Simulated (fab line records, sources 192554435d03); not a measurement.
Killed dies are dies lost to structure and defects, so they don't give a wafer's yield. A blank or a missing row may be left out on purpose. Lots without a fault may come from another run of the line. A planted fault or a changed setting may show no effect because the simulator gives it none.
Chamber matching | flow n5_finfet | N5_SDB_STRIP_21 on rie_diel-02: 4 sister chambers
The step strips in CF4. 8 wafers are shown with their chamber, then 11 later ones without.

WAFERS WITH THEIR CHAMBER
wafer  | chamber | drypump_motor_current_A (A) | showerhead_plenum_p_Torr (Torr)
L080.2 | 1       | 5.9                         | 1.83
L085.6 | 0       | 6.1                         | 1.71
L088.2 | 0       | 6.1                         | 1.71
L088.3 | 3       | 6.5                         | 1.75
L089.1 | 1       | 5.9                         | 1.82
L089.3 | 2       | 5.6                         | 1.78
L089.4 | 3       | 6.6                         | 1.75
L090.2 | 2       | 5.6                         | 1.78

WAFERS WITHOUT THEIR CHAMBER
wafer  | drypump_motor_current_A (A) | showerhead_plenum_p_Torr (Torr)
L090.3 | 6.5                         | 1.75
L090.5 | 5.9                         | 1.82
L091.3 | 6.1                         | 1.70
L091.4 | 6.5                         | 1.75
L091.6 | 6.5                         | 1.75
L094.1 | 5.6                         | 1.78
L094.2 | 5.9                         | 1.82
L094.3 | 6.6                         | 1.75
L096.2 | 6.1                         | 1.70
L096.3 | 6.5                         | 1.75
L096.5 | 5.9                         | 1.82

WHICH CHAMBER EACH WENT THROUGH
wafer  | from the rows above | in truth
L090.3 | 3                   | 3
L090.5 | 1                   | 1
L091.3 | 0                   | 0
L091.4 | 3                   | 3
L091.6 | 3                   | 3
L094.1 | 2                   | 2
L094.2 | 1                   | 1
L094.3 | 3                   | 3
L096.2 | 0                   | 0
L096.3 | 3                   | 3
L096.5 | 1                   | 1
Placed correctly: 11 of 11. Can't be placed from these rows: 0. Placed wrongly: 0.
How it was worked out, from the rows above alone: a wafer's distance from a chamber is the root of the sum, over the readings, of the square of ((its reading less the chamber's mean) divided by the reading's scatter). The wafer belongs to the nearest chamber; if the next one is less than 2 further off, it can't be placed. A chamber's mean is the mean of its shown wafers. The scatter: the root of (the sum of the squares of (reading less its chamber's mean) over the shown wafers, divided by (wafers less chambers)).
